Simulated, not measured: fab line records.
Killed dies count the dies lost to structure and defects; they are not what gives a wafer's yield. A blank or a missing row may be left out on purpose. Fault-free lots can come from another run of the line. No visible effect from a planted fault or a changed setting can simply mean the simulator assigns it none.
Matching of chambers || flow n5 finfet || 4 sister chambers for N5_BEOL_M10_STRIP_19 on rie diel-02
The step strips in O2. 14 wafers are shown with their chamber, then 7 later ones without.

EACH WAFER AND ITS CHAMBER
{"wafer": "L077.4", "chamber": 0, "throttle valve pct (%)": 16.74, "showerhead plenum p Torr (Torr)": 2.022, "drypump motor current A (A)": 5.6}
{"wafer": "L077.5", "chamber": 2, "throttle valve pct (%)": 17.10, "showerhead plenum p Torr (Torr)": 2.074, "drypump motor current A (A)": 5.9}
{"wafer": "L077.6", "chamber": 3, "throttle valve pct (%)": 16.63, "showerhead plenum p Torr (Torr)": 2.102, "drypump motor current A (A)": 6.1}
{"wafer": "L079.2", "chamber": 1, "throttle valve pct (%)": 16.57, "showerhead plenum p Torr (Torr)": 2.090, "drypump motor current A (A)": 6.1}
{"wafer": "L079.4", "chamber": 0, "throttle valve pct (%)": 16.74, "showerhead plenum p Torr (Torr)": 2.021, "drypump motor current A (A)": 5.6}
{"wafer": "L079.6", "chamber": 1, "throttle valve pct (%)": 16.57, "showerhead plenum p Torr (Torr)": 2.090, "drypump motor current A (A)": 6.1}
{"wafer": "L082.1", "chamber": 0, "throttle valve pct (%)": 16.76, "showerhead plenum p Torr (Torr)": 2.019, "drypump motor current A (A)": 5.7}
{"wafer": "L082.3", "chamber": 3, "throttle valve pct (%)": 16.65, "showerhead plenum p Torr (Torr)": 2.099, "drypump motor current A (A)": 6.1}
{"wafer": "L082.5", "chamber": 1, "throttle valve pct (%)": 16.58, "showerhead plenum p Torr (Torr)": 2.088, "drypump motor current A (A)": 6.1}
{"wafer": "L085.1", "chamber": 2, "throttle valve pct (%)": 17.09, "showerhead plenum p Torr (Torr)": 2.069, "drypump motor current A (A)": 6.0}
{"wafer": "L085.2", "chamber": 3, "throttle valve pct (%)": 16.65, "showerhead plenum p Torr (Torr)": 2.097, "drypump motor current A (A)": 6.0}
{"wafer": "L085.3", "chamber": 1, "throttle valve pct (%)": 16.57, "showerhead plenum p Torr (Torr)": 2.087, "drypump motor current A (A)": 6.1}
{"wafer": "L085.4", "chamber": 0, "throttle valve pct (%)": 16.78, "showerhead plenum p Torr (Torr)": 2.017, "drypump motor current A (A)": 5.6}
{"wafer": "L085.5", "chamber": 2, "throttle valve pct (%)": 17.13, "showerhead plenum p Torr (Torr)": 2.070, "drypump motor current A (A)": 5.9}

SIGNATURES (means of the wafers above)
{"reading": "throttle valve pct", "chamber 0": 16.7550, "chamber 1": 16.5725, "chamber 2": 17.1067, "chamber 3": 16.6433, "scatter within a chamber": 0.0152}
{"reading": "showerhead plenum p Torr", "chamber 0": 2.01975, "chamber 1": 2.08875, "chamber 2": 2.07100, "chamber 3": 2.09933, "scatter within a chamber": 0.00219}
{"reading": "drypump motor current A", "chamber 0": 5.625, "chamber 1": 6.100, "chamber 2": 5.933, "chamber 3": 6.067, "scatter within a chamber": 0.0456}
Rule: a wafer lies at a distance from a chamber equal to the root of the sum of squares, over the readings, of (its reading less the chamber's mean, divided by the reading's scatter). If the next closest chamber is less than 2 further off than the closest, the wafer can't be placed; otherwise it belongs to the closest. How the scatter is found: for the shown wafers, subtract from each reading the mean of its chamber, square and add these, divide the total by (wafers less chambers), then take the root.

WAFERS WITHOUT THEIR CHAMBER
{"wafer": "L085.6", "throttle valve pct (%)": 16.60, "showerhead plenum p Torr (Torr)": 2.087, "drypump motor current A (A)": 6.1}
{"wafer": "L087.2", "throttle valve pct (%)": 16.61, "showerhead plenum p Torr (Torr)": 2.085, "drypump motor current A (A)": 6.1}
{"wafer": "L087.3", "throttle valve pct (%)": 16.68, "showerhead plenum p Torr (Torr)": 2.096, "drypump motor current A (A)": 6.1}
{"wafer": "L087.6", "throttle valve pct (%)": 17.12, "showerhead plenum p Torr (Torr)": 2.068, "drypump motor current A (A)": 5.9}
{"wafer": "L088.2", "throttle valve pct (%)": 16.77, "showerhead plenum p Torr (Torr)": 2.013, "drypump motor current A (A)": 5.6}
{"wafer": "L088.4", "throttle valve pct (%)": 16.68, "showerhead plenum p Torr (Torr)": 2.092, "drypump motor current A (A)": 6.1}
{"wafer": "L088.6", "throttle valve pct (%)": 17.13, "showerhead plenum p Torr (Torr)": 2.065, "drypump motor current A (A)": 5.9}

CHAMBER TAKEN BY EACH
{"wafer": "L085.6", "from the rows above": 1, "in truth": 1}
{"wafer": "L087.2", "from the rows above": 1, "in truth": 1}
{"wafer": "L087.3", "from the rows above": 3, "in truth": 3}
{"wafer": "L087.6", "from the rows above": 2, "in truth": 2}
{"wafer": "L088.2", "from the rows above": 0, "in truth": 0}
{"wafer": "L088.4", "from the rows above": 3, "in truth": 3}
{"wafer": "L088.6", "from the rows above": 2, "in truth": 2}
Placed correctly: 7 of 7. Can't be placed from these rows: 0. Wrongly placed: 0.
